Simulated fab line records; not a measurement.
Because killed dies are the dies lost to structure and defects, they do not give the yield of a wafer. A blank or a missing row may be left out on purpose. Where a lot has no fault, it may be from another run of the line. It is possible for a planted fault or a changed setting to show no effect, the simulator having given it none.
fab line records ; flow nandHarc ; part 2 of 2: steps 5 to 6 of 6
record lots=21; wafers=63; lastDay=33
route steps=1302 shown A_CHANNEL_FILL_D2@615 A_STAIRCASE@650
lots that met no fault: taken from a fault-free run of the same line
startH: hours from the record's opening day to when the first of the lot's shown wafers began ; waitH: hours elapsed since this lot's preceding step ; " the same as in the row above ; L1.1+2: a row that stands for several wafers ; - either no value or no given start ; * or withheld: withheld ; < > ~ a bound
route shown NAME@n: NAME is a module with steps in the file, n the number in the route of the first one ; usual: mean/standard deviation taken from wafers without a fault ; same: alike in all rows ; chamber/n: place in a boat ; sites: the reading at each site ; _std_site: the standard deviation of these ; _edge_site: inner sites' mean taken away from outer sites' mean ; radiusMm: for every site, how far away it sits from the centre of the wafer ; mask NAME#n: copy n ; behind: the tool/chamber that last shaped the wafer ; hold: why the lot went on hold/how many hours it stayed there/how the hold came to an end ; device: names the non-switching transistor (n, p or np) ; end of line: the same wafers' tests at the end of the route ; a step given without rows: its recipe and nothing more ; killed: dies lost to structure and defects at the first sort, not the wafer's yield ; map: the dies of a wafer, with x for killed, . for not killed, _ for no die there
set.NAME: the setting as run; set.NAME@STEP: as run at that earlier step ; model.NAME: the simulator's own value behind a step, which no gauge read
steps of the route over a sample of lots; a table a step, a row a wafer
services: the hour from which a tool's chamber was out of use, counted from the record's first day as startH (under 0 if before that day), plus the number of hours and why
## steps
# step NHARC_A_STAIRCASE_ETCH_17
# recipe targetDepthA=1000; timeS=40.5; ionEnergyEv=400; c4f8FlowSccm=20; o2FlowSccm=10; arFlowSccm=withheld; rfW=600; biasW=1000; chemistry=C4F8/O2
# usual oesProductAu=0.941/0.011; rfVppV=896/5
lot.wafer;tool;chamber;startH;waitH;oesProductAu;rfHoursCounterH;rfVppV
L074.4;rieDiel-08;2;-;-;0.955;41;897
L074.6;rieDiel-08;1;-;-;0.929;-;895
L074.5;rieDiel-08;2;-;-;0.941;-;896
L076.2;rieDiel-04;0;-;-;0.935;2;900
L076.4;rieDiel-04;1;-;-;0.921;-;902
L076.6;rieDiel-04;0;-;-;0.918;-;900
L077.4;rieDiel-08;2;-;-;0.947;2;896
L077.1;rieDiel-08;3;-;-;0.949;1;892
L077.6;rieDiel-08;1;-;-;0.943;-;894
L078.4;rieDiel-04;0;-;-;0.916;7;900
L078.2;rieDiel-04;1;-;-;0.929;7;900
L078.3;rieDiel-04;2;-;-;0.940;5;906
L079.4;rieDiel-08;3;-;-;0.948;5;892
L079.2;rieDiel-08;1;-;-;0.944;5;895
L079.6;rieDiel-08;3;-;-;0.935;-;892
L080.2;rieDiel-13;0;-;-;0.933;23;891
L080.5;rieDiel-13;1;-;-;0.947;-;907
L080.6;rieDiel-13;2;-;-;0.941;-;896
L082.1;rieDiel-04;2;-;-;0.955;16;907
L082.4;rieDiel-04;3;-;-;0.933;13;892
L082.6;rieDiel-04;2;-;-;0.952;-;906
L083.4;rieDiel-04;0;-;-;0.935;28;902
L083.2;rieDiel-04;1;-;-;0.948;24;902
L083.3;rieDiel-04;2;-;-;0.962;23;906
L084.1;rieDiel-04;3;-;-;0.943;24;890
L084.3;rieDiel-04;0;-;-;0.929;30;899
L084.5;rieDiel-04;2;-;-;0.950;-;906
L086.1;rieDiel-08;0;-;-;0.957;22;896
L086.6;rieDiel-08;0;-;-;0.939;-;896
L086.5;rieDiel-08;3;-;-;0.946;-;890
L085.2;rieDiel-04;3;-;-;0.954;25;893
L085.4;rieDiel-04;0;-;-;0.928;31;898
L085.5;rieDiel-04;3;-;-;0.948;-;892
L087.1;rieDiel-08;0;-;-;0.949;33;898
L087.3;rieDiel-08;3;-;-;0.942;38;890
L087.5;rieDiel-08;1;-;-;0.950;-;894
L088.4;rieDiel-13;0;-;-;0.940;49;892
L088.2;rieDiel-13;1;-;-;0.945;47;905
L088.6;rieDiel-13;0;-;-;0.937;-;892
L089.3;rieDiel-08;0;-;-;0.953;40;896
L089.2;rieDiel-08;1;-;-;0.950;40;894
L089.6;rieDiel-08;0;-;-;0.938;-;896
L090.4;rieDiel-08;2;-;-;0.934;37;895
L090.1;rieDiel-08;3;-;-;0.942;47;888
L090.5;rieDiel-08;0;-;-;0.948;-;897
L091.2;rieDiel-08;0;-;-;0.948;42;897
L091.4;rieDiel-08;1;-;-;0.948;43;895
L091.3;rieDiel-08;3;-;-;0.944;47;890
L092.4;rieDiel-08;0;-;-;0.938;51;896
L092.6;rieDiel-08;0;-;-;0.940;-;898
L092.5;rieDiel-08;1;-;-;0.936;-;893
L093.3;rieDiel-13;2;-;-;0.965;11;894
L093.2;rieDiel-13;3;-;-;0.939;11;887
L093.6;rieDiel-13;2;-;-;0.961;-;895
L094.1;rieDiel-04;3;-;-;0.945;9;891
L094.4;rieDiel-04;0;-;-;0.924;9;899
L094.5;rieDiel-04;3;-;-;0.942;-;893
L095.4;rieDiel-13;3;-;-;0.946;15;888
L095.1;rieDiel-13;1;-;-;0.936;12;905
L095.3;rieDiel-13;2;-;-;0.954;14;895
L097.2;rieDiel-08;0;-;-;0.955;11;897
L097.4;rieDiel-08;2;-;-;0.948;12;895
L097.5;rieDiel-08;0;-;-;0.953;-;896
# step NHARC_A_STAIRCASE_TRIM_187
# recipe timeS=211.2; o2FlowSccm=500; arFlowSccm=0; biasW=0; chemistry=O2
# usual drypumpMotorCurrentA=5.9/0.49; o2FlowSccm=500.0/1.3; oesProductAu=0.998/0.011; rfVppV=57.9/0.88; showerheadPlenumPTorr=3.56/0.16; throttleValvePct=17.036/0.0086
lot.wafer;tool;chamber;startH;waitH;drypumpMotorCurrentA;o2FlowSccm;oesProductAu;rfHoursCounterH;rfVppV;showerheadPlenumPTorr;throttleValvePct
L074.4;rieDiel-04;3;350.37;0.1;6.4;501.7;1.005;55;58.2;3.44;17.029
L074.5;rieDiel-04;2;350.37;0.1;6.1;499.5;1.010;-;56.7;3.26;17.050
L074.6;rieDiel-04;3;350.37;0.1;6.3;502.6;0.991;-;58.6;3.44;17.046
L076.2;rieDiel-04;3;378.18;0.1;6.4;500.6;1.015;0;58.7;3.44;17.027
L076.4;rieDiel-04;2;378.18;0.1;6.0;497.3;1.002;2;58.0;3.81;17.038
L076.6;rieDiel-04;3;378.18;0.1;6.4;500.8;1.000;-;55.6;3.44;17.044
L077.1;rieDiel-04;2;392.33;0.1;6.0;499.8;1.015;5;58.0;3.81;17.047
L077.4;rieDiel-04;0;392.33;0.1;6.1;499.6;0.975;7;56.9;3.65;17.036
L077.6;rieDiel-04;2;392.33;0.1;6.1;500.8;1.007;-;58.2;3.81;17.044
L078.3;rieDiel-04;2;393.03;0.1;6.0;497.8;1.002;5;58.4;3.80;17.053
L078.4;rieDiel-04;3;393.03;0.1;6.4;500.5;1.007;2;57.8;3.44;17.025
L078.2;rieDiel-04;1;393.03;0.1;4.8;498.6;1.005;8;58.0;3.71;17.032
L079.2;rieDiel-04;1;404.26;0.1;4.8;501.7;0.980;10;57.9;3.70;17.035
L079.4;rieDiel-04;2;404.26;0.1;6.0;497.7;1.011;8;57.9;3.80;17.024
L079.6;rieDiel-04;3;404.26;0.1;6.4;500.6;1.010;-;57.1;3.43;17.035
L080.2;rieDiel-13;2;417.62;0.1;5.9;498.7;1.028;24;56.6;3.54;17.039
L080.6;rieDiel-13;2;417.62;0.1;5.9;499.7;1.023;-;58.3;3.54;17.045
L080.5;rieDiel-13;3;417.62;0.1;6.6;499.5;1.005;-;57.6;3.32;17.027
L082.1;rieDiel-13;1;439.89;0.1;5.5;502.2;0.996;34;58.1;3.79;17.025
L082.6;rieDiel-13;0;439.89;0.1;5.9;502.0;0.988;-;58.0;3.41;17.044
L082.4;rieDiel-13;1;439.89;0.1;5.5;500.3;0.999;-;59.4;3.79;17.033
L083.2;rieDiel-13;3;466.25;0.1;6.6;501.1;0.996;42;57.7;3.31;17.056
L083.3;rieDiel-13;0;466.25;0.1;5.9;499.6;0.997;41;56.5;3.40;17.047
L083.4;rieDiel-13;1;466.25;0.1;5.5;500.2;0.994;40;58.2;3.79;17.030
L084.1;rieDiel-08;0;469.71;0.1;5.6;500.9;0.997;22;57.1;3.55;17.027
L084.3;rieDiel-08;3;469.71;0.1;5.5;499.5;0.994;28;57.5;3.38;17.031
L084.5;rieDiel-08;0;469.71;0.1;5.6;500.9;0.999;-;59.5;3.55;17.022
L086.1;rieDiel-04;1;470.02;0.1;4.8;498.8;0.992;27;57.0;3.69;17.050
L086.5;rieDiel-04;0;470.02;0.1;6.1;498.3;0.983;-;57.5;3.63;17.033
L086.6;rieDiel-04;1;470.02;0.1;4.8;499.1;0.993;-;58.9;3.70;17.037
L085.4;rieDiel-04;3;474.10;0.1;6.4;499.7;1.008;26;55.8;3.42;17.021
L085.2;rieDiel-04;0;474.10;0.1;6.1;499.6;0.988;32;57.5;3.63;17.034
L085.5;rieDiel-04;3;474.10;0.1;6.4;499.7;1.003;-;57.2;3.42;17.046
L087.1;rieDiel-08;0;494.51;0.1;5.6;500.3;1.011;33;58.7;3.55;17.033
L087.3;rieDiel-08;2;494.51;0.1;5.5;499.3;1.007;29;59.2;3.52;17.031
L087.5;rieDiel-08;1;494.51;0.1;5.9;499.9;1.002;-;56.8;3.48;17.028
L088.4;rieDiel-04;1;500.35;0.1;4.8;500.6;1.001;37;57.3;3.69;17.045
L088.2;rieDiel-04;2;500.35;0.1;6.0;502.8;1.014;34;58.1;3.79;17.026
L088.6;rieDiel-04;0;500.35;0.1;6.1;501.6;0.985;-;58.9;3.63;17.033
L089.2;rieDiel-13;3;510.76;0.1;6.6;497.3;0.997;56;56.9;3.30;17.040
L089.3;rieDiel-13;0;510.76;0.1;5.9;500.9;0.987;54;58.0;3.40;17.022
L089.6;rieDiel-13;1;510.76;0.1;5.5;501.3;0.984;-;59.0;3.78;17.036
L090.4;rieDiel-08;1;519.54;0.1;5.9;498.8;1.004;44;58.2;3.47;17.032
L090.1;rieDiel-08;3;519.54;0.1;5.5;500.1;0.998;48;57.9;3.37;17.041
L090.5;rieDiel-08;1;519.54;0.1;5.9;499.6;1.013;-;57.0;3.47;17.042
L091.3;rieDiel-08;3;519.76;0.1;5.5;499.6;1.007;48;55.7;3.37;17.043
L091.4;rieDiel-08;1;519.76;0.1;5.9;499.4;1.007;44;56.7;3.47;17.019
L091.2;rieDiel-08;2;519.76;0.1;5.4;500.4;1.007;38;57.6;3.51;17.029
L092.4;rieDiel-04;2;553.16;0.1;6.0;500.0;1.019;6;57.3;3.78;17.035
L092.5;rieDiel-04;0;553.16;0.1;6.1;500.0;0.982;-;58.1;3.62;17.049
L092.6;rieDiel-04;1;553.16;0.1;4.8;500.0;0.986;-;58.5;3.68;17.016
L093.3;rieDiel-04;3;555.41;0.1;6.4;500.9;0.998;7;58.4;3.41;17.035
L093.2;rieDiel-04;2;555.41;0.1;6.1;499.9;1.011;7;58.3;3.78;17.039
L093.6;rieDiel-04;0;555.41;0.1;6.1;499.8;0.977;-;57.3;3.62;17.040
L094.1;rieDiel-04;3;561.92;0.1;6.4;498.9;0.998;9;56.4;3.41;17.029
L094.4;rieDiel-04;1;561.92;0.1;4.8;501.0;0.982;9;59.3;3.68;17.029
L094.5;rieDiel-04;2;561.92;0.1;6.0;497.1;1.010;-;58.2;3.78;17.035
L095.3;rieDiel-04;0;568.87;0.1;6.1;502.0;0.984;10;56.8;3.62;17.046
L095.1;rieDiel-04;1;568.87;0.1;4.8;501.4;0.987;10;58.9;3.68;17.047
L095.4;rieDiel-04;3;568.87;0.1;6.4;500.3;0.985;10;58.2;3.41;17.038
L097.2;rieDiel-13;1;589.88;0.2;5.5;500.7;0.995;23;60.0;3.76;17.042
L097.4;rieDiel-13;2;589.88;0.2;5.9;499.4;1.010;25;57.8;3.51;17.036
L097.5;rieDiel-13;1;589.88;0.2;5.5;503.4;0.998;-;58.9;3.76;17.040
## services
tool;chamber;startH;hours;kind
rieDiel-04;2;289.45;7.1;repair
rieDiel-08;1;294.71;2.7;repair
rieDiel-08;0;297.99;-;clean
rieDiel-08;1;297.99;-;clean
rieDiel-08;2;297.99;-;clean
rieDiel-08;3;297.99;-;clean
rieDiel-08;0;322.49;-;clean
rieDiel-08;1;322.49;-;clean
rieDiel-08;2;322.49;-;clean
rieDiel-08;3;322.49;-;clean
rieDiel-13;-;342.06;9.0;pm
rieDiel-08;0;346.99;-;clean
rieDiel-04;-;356.45;9.0;pm
rieDiel-04;3;366.72;9.6;repair
rieDiel-08;-;368.13;9.0;pm
rieDiel-04;3;380.24;6.1;repair
rieDiel-04;1;398.20;6.0;repair
rieDiel-08;2;464.98;26.5;repair
aldSinBatch-03;-;491.93;5.0;repair
rieDiel-13;1;502.11;6.3;repair
rieDiel-13;3;503.17;2.0;repair
aldSinBatch-01;-;506.00;26.0;pm
rieDiel-13;-;519.06;9.0;pm
rieDiel-04;-;533.45;9.0;pm
